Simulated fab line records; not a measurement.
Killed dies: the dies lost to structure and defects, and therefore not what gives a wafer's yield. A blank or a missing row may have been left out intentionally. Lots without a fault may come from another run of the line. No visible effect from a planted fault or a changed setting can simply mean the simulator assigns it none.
fab line records	flow n5-finfet
[record] lots = 10	wafers = 29	last-day = 18
route steps=1938 shown HKMG_FIN@400 BEOL_M4@1111
lots that met no fault: from a run of the same line without faults
start-h: start of the lot's first displayed wafer, in hours after the record's first day	wait-h: hours from the lot's prior step to this one	" the same as in the row above	L1.1+2: a row that stands for several wafers	- either no value or no given start	* or withheld: withheld	< > ~ a bound
route shown NAME@n: NAME is a module with steps in the file, n the number in the route of the first one	usual: the fault-free wafers' mean and standard deviation	same: alike in all rows	chamber/n: place in a boat	sites: per-site readings	_std_site: their standard deviation	_edge_site: inner sites' mean taken away from outer sites' mean	radius-mm: how far each site lies from the wafer's centre	mask NAME#n: copy n	behind: tool/chamber where the wafer was last shaped	hold: cause of the lot's hold/its duration in hours/its outcome	device: transistor that didn't switch, given as n, p or np	end of line: the route-end tests of the same wafers	a step with no rows: only its recipe	killed: at the first sort, the dies lost to defects and structure; wafer yield is something else	map: a wafer's dies, marking killed ones x, the rest . and places with no die _
set.NAME: the setting that was run; set.NAME@STEP: the one run at that earlier step	model.NAME: the simulator's own value behind a step, which no gauge read
steps of the route over a sample of lots; a table a step, a row a wafer
services: a tool's chamber out of use, with start hour (start-h, from the record's first day; less than 0 if before it), hours out, and reason
[[steps]]
[step N5_HKMG_FIN_INSPECT_61]
[recipe] mode = adi	inspect-instrument = macro
[usual] raw-defect-count = 2.1/1.4
lot.wafer	tool	chamber	start-h	wait-h	raw-defect-count
L779.3	defect-inspect-01	-	79.37	0.0	0
L779.4	"	-	"	"	2
L779.6	"	-	"	"	1
L784.3	defect-inspect-02	-	107.86	0.0	3
L784.5	"	-	"	"	6
L784.6	"	-	"	"	1
L785.1	defect-inspect-02	-	114.21	0.0	1
L785.3	"	-	"	"	3
L785.6	"	-	"	"	1
L786.1	defect-inspect-01	-	121.00	0.0	0
L786.4	"	-	"	"	2
L786.5	"	-	"	"	2
L789.1	defect-inspect-02	-	137.93	0.0	1
L789.3	"	-	"	"	3
L789.6	"	-	"	"	3
L790.1	defect-inspect-01	-	147.84	0.0	1
L790.3	"	-	"	"	3
L790.4	"	-	"	"	5
L795.2	defect-inspect-01	-	174.24	0.0	3
L795.5	"	-	"	"	3
L795.6	"	-	"	"	1
L797.3	defect-inspect-02	-	187.91	0.0	1
L797.4	"	-	"	"	6
L797.6	"	-	"	"	3
L798.3	defect-inspect-02	-	195.39	0.0	3
L798.4	"	-	"	"	2
L798.5	"	-	"	"	1
L800.3	defect-inspect-02	-	203.67	0.0	2
L800.4	"	-	"	"	2
[step N5_HKMG_FIN_DESCUM_53]
[recipe] chemistry = O2	time-s = 7.9	source-power-w = 50	bias-power-w = 20	pressure-mtorr = 20	rf-frequency-hz = 2.712e+07	temp-c = 40	resist = CAR-ArF	o2-flow-sccm = 225
[usual] drypump-motor-current-A = 5.6/0.46	oes-product-au = 0.79/0.098	rf-vpp-V = 243.2/1.5	showerhead-plenum-p-Torr = 2.10/0.076	throttle-valve-pct = 20.5/0.35
[same] time-s = 7.9
lot.wafer	tool	chamber	start-h	wait-h	drypump-motor-current-A	oes-product-au	rf-hours-counter-h	rf-vpp-V	showerhead-plenum-p-Torr	throttle-valve-pct
L779.3	rie-diel-03	3	79.41	0.0	5.4	0.82	59	245.7	2.21	20.4
L779.4	"	2	"	"	6.0	0.95	7	245.1	2.24	20.1
L779.6	"	2	"	"	6.0	0.95	-	244.0	2.24	20.1
L784.3	rie-diel-03	0	107.89	0.0	5.5	0.77	163	239.9	1.99	20.8
L784.5	"	1	"	"	5.0	0.70	-	242.2	1.95	20.4
L784.6	"	2	"	"	6.0	0.93	-	243.4	2.23	20.2
L785.1	rie-diel-01	3	114.24	0.0	5.6	0.80	81	244.7	2.13	20.2
L785.3	"	0	"	"	5.8	0.66	236	244.3	2.16	20.9
L785.6	"	0	"	"	5.8	0.67	-	242.8	2.16	20.9
L786.1	rie-diel-05	1	121.16	0.2	5.6	0.80	95	241.1	2.05	20.7
L786.4	"	0	"	"	4.7	0.92	19	243.3	2.14	20.1
L786.5	"	3	"	"	6.3	1.01	-	242.4	2.08	20.0
L789.1	rie-diel-01	2	137.97	0.0	5.9	0.69	246	240.5	2.01	21.2
L789.3	"	0	"	"	5.8	0.66	248	244.6	2.15	20.9
L789.6	"	1	"	"	5.1	0.69	-	245.5	2.16	20.8
L790.1	rie-diel-01	3	148.02	0.2	5.6	0.78	95	243.1	2.12	20.2
L790.3	"	1	"	"	5.1	0.69	209	244.5	2.16	20.8
L790.4	"	3	"	"	5.6	0.79	-	243.6	2.12	20.3
L795.2	rie-diel-01	1	174.28	0.0	5.1	0.68	221	244.5	2.16	20.9
L795.5	"	3	"	"	5.6	0.78	-	240.6	2.12	20.2
L795.6	"	0	"	"	5.8	0.95	-	244.3	2.15	20.4
L797.3	rie-diel-03	2	187.95	0.0	6.0	0.88	41	244.5	2.23	20.2
L797.4	"	1	"	"	5.0	0.98	2	245.5	2.21	20.1
L797.6	"	2	"	"	6.0	0.89	-	244.5	2.23	20.2
L798.3	rie-diel-05	1	195.45	0.1	5.6	0.78	122	242.8	2.05	20.7
L798.4	"	2	"	"	5.7	0.67	237	241.5	2.07	20.7
L798.5	"	0	"	"	4.7	0.86	-	243.5	2.14	20.2
L800.3	rie-diel-05	3	203.89	0.2	6.3	0.89	31	242.4	2.07	20.1
L800.4	"	2	"	"	5.7	0.66	239	242.6	2.07	20.7
[step N5_HKMG_FIN_ALD_79]
[recipe] material = TiN	target-thk-a = 15	temp-c = 400	ald-precursor-family = TiCl4	ald-co-reactant = NH3	pulse-time-s = 1	purge-time-s = 3	co-reactant-purge-time-s = 2	co-reactant-pulse-time-s = 2	ald-cycles = 68	pressure-torr = 3
[usual] heater-power-w = 898/160	precursor-pulse-height-rel = 1.000/0.02	susceptor-temp-C = 400.01/0.22
lot.wafer	tool	chamber	start-h	wait-h	heater-power-w	precursor-pulse-height-rel	susceptor-temp-C
L779.3	ald-metal-04	3	80.77	0.0	1135	1.005	400.04
L779.4	"	0	"	"	681	0.972	400.23
L779.6	"	2	"	"	767	0.957	400.13
L784.3	ald-metal-03	3	109.26	0.0	983	0.999	400.28
L784.5	"	1	"	"	1180	1.052	399.65
L784.6	"	3	"	"	982	0.992	400.31
L785.1	ald-metal-04	3	115.63	0.0	1114	0.972	400.19
L785.3	"	0	"	"	680	0.986	399.69
L785.6	"	0	"	"	684	1.025	399.83
L786.1	ald-metal-02	1	122.53	0.0	879	0.979	400.03
L786.4	"	0	"	"	946	0.998	400.02
L786.5	"	3	"	"	836	1.011	399.42
L789.1	ald-metal-04	3	139.33	0.0	1118	0.985	399.56
L789.3	"	0	"	"	677	1.024	400.10
L789.6	"	1	"	"	1021	1.023	399.90
L790.1	ald-metal-03	0	149.39	0.0	653	0.989	399.95
L790.3	"	1	"	"	1148	1.013	400.18
L790.4	"	2	"	"	769	1.009	400.21
L795.2	ald-metal-03	0	175.77	0.2	671	0.976	400.09
L795.5	"	1	"	"	1166	0.999	399.85
L795.6	"	2	"	"	786	1.047	399.79
L797.3	ald-metal-04	1	189.31	0.0	1015	0.988	400.11
L797.4	"	2	"	"	758	0.997	399.72
L797.6	"	1	"	"	1012	0.962	400.39
L798.3	ald-metal-03	3	196.82	0.0	960	0.995	399.64
L798.4	"	2	"	"	780	1.004	400.16
L798.5	"	2	"	"	804	0.984	400.07
L800.3	ald-metal-03	2	205.55	0.0	767	1.043	400.03
L800.4	"	3	"	"	966	1.049	399.98
[step N5_HKMG_FIN_ALD_36]
[recipe] material = TiN	target-thk-a = 10	temp-c = 400	ald-precursor-family = TiCl4	ald-co-reactant = NH3	pulse-time-s = 1	purge-time-s = 3	co-reactant-purge-time-s = 2	co-reactant-pulse-time-s = 2	ald-cycles = 47	pressure-torr = 3
[usual] heater-power-w = 902/130	precursor-pulse-height-rel = 1.001/0.019	susceptor-temp-C = 399.98/0.24
lot.wafer	tool	chamber	start-h	wait-h	heater-power-w	precursor-pulse-height-rel	susceptor-temp-C
L779.3	ald-metal-02	3	81.53	0.0	840	1.012	400.42
L779.4	"	1	"	"	926	0.999	400.20
L779.6	"	2	"	"	836	0.973	399.91
L784.3	ald-metal-02	1	110.03	0.0	899	1.009	400.13
L784.5	"	1	"	"	917	0.979	399.74
L784.6	"	0	"	"	985	1.001	399.79
L785.1	ald-metal-03	2	116.39	0.0	789	0.998	400.24
L785.3	"	3	"	"	952	1.007	400.08
L785.6	"	1	"	"	1133	0.990	400.19
L786.1	ald-metal-03	2	123.43	0.0	765	0.985	400.34
L786.4	"	3	"	"	953	1.038	400.11
L786.5	"	1	"	"	1153	1.024	399.96
L789.1	ald-metal-04	1	140.28	0.0	1056	1.031	399.93
L789.3	"	3	"	"	1137	0.992	399.79
L789.6	"	0	"	"	662	0.981	400.21
L790.1	ald-metal-02	2	150.16	0.0	815	1.012	400.15
L790.3	"	1	"	"	918	1.023	399.42
L790.4	"	0	"	"	958	1.000	400.09
L795.2	ald-metal-02	0	176.59	0.0	936	1.010	400.38
L795.5	"	1	"	"	894	1.003	400.10
L795.6	"	2	"	"	732	0.986	386.18
L797.3	ald-metal-02	1	190.17	0.0	898	0.965	400.10
L797.4	"	2	"	"	749	0.958	386.15
L797.6	"	0	"	"	960	1.004	400.14
L798.3	ald-metal-02	3	197.63	0.0	834	0.969	399.94
L798.4	"	2	"	"	780	1.003	385.75
L798.5	"	0	"	"	954	0.966	400.12
L800.3	ald-metal-02	1	206.36	0.0	901	1.003	399.96
L800.4	"	3	"	"	844	0.993	400.00
[step N5_BEOL_M4_RC_MEAS_101]
[usual] DIBL_N = 37.5/2.5	DIBL_P = 38/3.1	IOFF_N = 0.19/0.059	IOFF_P = 0.24/0.061	ION_N = 679/16	ION_P = 465/9.8	SS_N = 72.0/0.8	SS_P = 73.7/0.86	VT_N = 248/4.5	VT_P = -249/3.5
lot.wafer	tool	chamber	start-h	wait-h	DIBL_N[mV/V]	DIBL_P[mV/V]	IOFF_N[nA/um]	IOFF_P[nA/um]	ION_N[uA/um]	ION_P[uA/um]	SS_N[mV/dec]	SS_P[mV/dec]	VT_N[mV]	VT_P[mV]
L779.3	prober-02	0	170.07	0.3	37.3	38	0.18	0.23	677	459	72.0	73.5	250	-250
L779.4	"	0	"	"	37.3	40	0.19	0.27	675	465	72.5	74.2	248	-248
L779.6	"	0	"	"	37.4	38	0.18	0.22	676	460	72.6	73.8	255	-252
L784.3	prober-01	0	215.59	0.3	33.7	34	0.12	0.17	662	453	71.2	72.9	255	-252
L784.5	"	0	"	"	37.1	39	0.18	0.23	677	464	71.8	73.8	249	-246
L784.6	"	0	"	"	41.1	44	0.31	0.34	705	477	73.1	75.8	244	-245
L785.1	prober-02	0	221.67	0.0	35.9	37	0.16	0.20	667	459	72.3	73.8	251	-252
L785.3	"	0	"	"	37.2	37	0.19	0.20	680	461	72.0	73.0	249	-251
L785.6	"	0	"	"	33.6	34	0.11	0.17	659	451	70.9	73.0	255	-254
L786.1	prober-01	0	237.18	0.1	34.4	35	0.10	0.16	657	453	70.8	73.2	260	-253
L786.4	"	0	"	"	38.7	39	0.18	0.24	673	467	71.8	74.1	247	-249
L786.5	"	0	"	"	37.1	37	0.14	0.20	651	452	71.5	73.1	252	-251
L789.1	prober-02	0	252.06	0.0	39.0	40	0.23	0.28	694	469	71.8	73.5	244	-247
L789.3	"	0	"	"	36.6	38	0.17	0.24	672	463	71.9	73.4	249	-248
L789.6	"	0	"	"	42.2	45	0.37	0.43	714	484	72.8	74.8	238	-242
L790.1	prober-02	0	253.23	0.0	35.6	35	0.15	0.17	660	448	71.4	73.2	250	-255
L790.3	"	0	"	"	34.5	34	0.14	0.17	672	453	71.0	72.5	248	-255
L790.4	"	0	"	"	37.2	38	0.18	0.22	678	450	71.9	73.9	246	-250
L795.2	prober-01	0	283.52	0.2	40.7	41	0.24	0.26	697	471	72.1	74.2	243	-248
L795.5	"	0	"	"	38.4	37	0.19	0.20	664	453	72.4	73.8	251	-255
L795.6	"	0	"	"	34.4	34	0.12	0.15	658	446	71.9	72.4	255	-256
L797.3	prober-02	0	288.15	0.3	37.6	37	0.19	0.24	683	463	72.1	73.9	249	-249
L797.4	"	0	"	"	35.7	34	0.16	0.19	667	459	71.5	73.3	249	-252
L797.6	"	0	"	"	37.4	36	0.20	0.24	685	466	72.0	73.8	244	-250
L798.3	prober-02	0	310.66	0.3	40.5	38	0.23	0.26	684	465	72.7	73.8	246	-249
L798.4	"	0	"	"	38.6	36	0.17	0.21	662	457	73.0	73.4	250	-251
L798.5	"	0	"	"	39.9	38	0.21	0.25	687	466	71.8	74.0	250	-248
L800.3	prober-02	0	312.27	0.3	34.7	35	0.13	0.17	673	459	71.5	73.4	254	-252
L800.4	"	0	"	"	37.5	40	0.19	0.26	677	463	72.1	74.5	248	-249
[[services]]
tool	chamber	start-h	hours	kind
rie-diel-03	-	57.49	2.8	pm
rie-diel-05	2	79.97	7.6	repair
ald-metal-03	0	83.19	60.3	repair
ald-metal-03	-	88.17	0.3	repair
rie-diel-01	3	91.95	1.8	repair
rie-diel-03	3	102.94	20.2	repair
rie-diel-03	2	110.03	1.3	repair
rie-diel-03	-	114.49	14.6	pm
rie-diel-01	3	120.80	2.2	repair
rie-diel-01	1	123.00	5.2	repair
ald-metal-02	-	137.72	6.0	pm
rie-diel-01	0	141.30	-	clean
rie-diel-01	0	141.30	-	consumable-replace:focus-ring
rie-diel-01	0	141.30	18.6	scheduled-down
rie-diel-01	0	141.30	18.6	vent-cycle
rie-diel-03	1	157.81	-	clean
rie-diel-03	1	157.81	-	consumable-replace:focus-ring
rie-diel-01	2	159.92	-	clean
rie-diel-01	2	159.92	-	consumable-replace:focus-ring
rie-diel-01	2	159.92	-	consumable-replace:showerhead
rie-diel-01	2	159.92	23.7	scheduled-down
rie-diel-01	2	159.92	23.7	vent-cycle
rie-diel-03	0	167.94	1.8	repair
ald-metal-04	0	168.96	11.9	repair
[[key]]
[first-sign] step = N5_HKMG_FIN_ALD_36	reading = susceptor-temp-C	direction = down	sigmas = 59	usual = *	struck = *
effect none on later readings
met-at N5_HKMG_FIN_ALD_36
struck-lots L795,L797,L798
struck-wafers L795.6,L797.4,L798.4
not-acting-at N5_HKMG_FIN_INSPECT_61,N5_HKMG_FIN_DESCUM_53,N5_HKMG_FIN_ALD_79
onset-between 150.16 176.59
[fault] kind = process-parameter-drift	tool = ald-metal-02	chamber = 2	onset-h = 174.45	steps = N5_HKMG_FIN_ALD_36	channel = temp-c	offset = *	shape = step	end-h = 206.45	acts-in = *	stated = *
